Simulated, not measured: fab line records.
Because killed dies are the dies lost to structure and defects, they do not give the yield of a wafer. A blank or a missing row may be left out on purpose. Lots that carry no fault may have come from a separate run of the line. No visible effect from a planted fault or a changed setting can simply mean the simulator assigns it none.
Chamber matching / flow nandHarc / rieDiel-01 running NHARC_HYBRID_BOND_ACTIVATE_00: 4 sister chambers
The step chemistry N2, time 60 s. 7 wafers are shown with their chamber, then 7 later ones without.

WAFERS WITH THEIR CHAMBER
wafer=L079.2; chamber=0; showerheadPlenumPTorr (Torr)=1.83; rfVppV (V)=64.3
wafer=L082.6; chamber=2; showerheadPlenumPTorr (Torr)=1.78; rfVppV (V)=63.9
wafer=L084.1; chamber=3; showerheadPlenumPTorr (Torr)=1.83; rfVppV (V)=64.8
wafer=L084.4; chamber=1; showerheadPlenumPTorr (Torr)=1.65; rfVppV (V)=63.3
wafer=L084.6; chamber=1; showerheadPlenumPTorr (Torr)=1.65; rfVppV (V)=63.1
wafer=L090.1; chamber=3; showerheadPlenumPTorr (Torr)=1.83; rfVppV (V)=64.2
wafer=L090.3; chamber=2; showerheadPlenumPTorr (Torr)=1.77; rfVppV (V)=62.6

WAFERS WHOSE CHAMBER IS MISSING
wafer=L090.6; showerheadPlenumPTorr (Torr)=1.77; rfVppV (V)=63.6
wafer=L091.2; showerheadPlenumPTorr (Torr)=1.77; rfVppV (V)=64.0
wafer=L091.4; showerheadPlenumPTorr (Torr)=1.64; rfVppV (V)=63.4
wafer=L091.6; showerheadPlenumPTorr (Torr)=1.77; rfVppV (V)=63.6
wafer=L097.3; showerheadPlenumPTorr (Torr)=1.82; rfVppV (V)=64.5
wafer=L097.4; showerheadPlenumPTorr (Torr)=1.77; rfVppV (V)=63.2
wafer=L097.6; showerheadPlenumPTorr (Torr)=1.77; rfVppV (V)=63.9

THE CHAMBER EACH PASSED THROUGH
wafer=L090.6; from the rows above=2; in truth=2
wafer=L091.2; from the rows above=2; in truth=2
wafer=L091.4; from the rows above=1; in truth=1
wafer=L091.6; from the rows above=2; in truth=2
wafer=L097.3; from the rows above=can't be placed: 3 or 0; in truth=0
wafer=L097.4; from the rows above=2; in truth=2
wafer=L097.6; from the rows above=2; in truth=2
Placed correctly: 6 of 7. These rows do not allow placing 1 (true chamber among the candidates in 1). Wrongly placed: 0.
How it was worked out, from the rows above alone: a wafer's distance from a chamber is the root of the sum, over the readings, of the square of ((its reading less the chamber's mean) divided by the reading's scatter). If the next closest chamber is less than 2 further off than the closest, the wafer can't be placed; otherwise it belongs to the closest. Each chamber's mean is taken over the wafers shown for it. The scatter: the root of (the sum of the squares of (reading less its chamber's mean) over the shown wafers, divided by (wafers less chambers)).
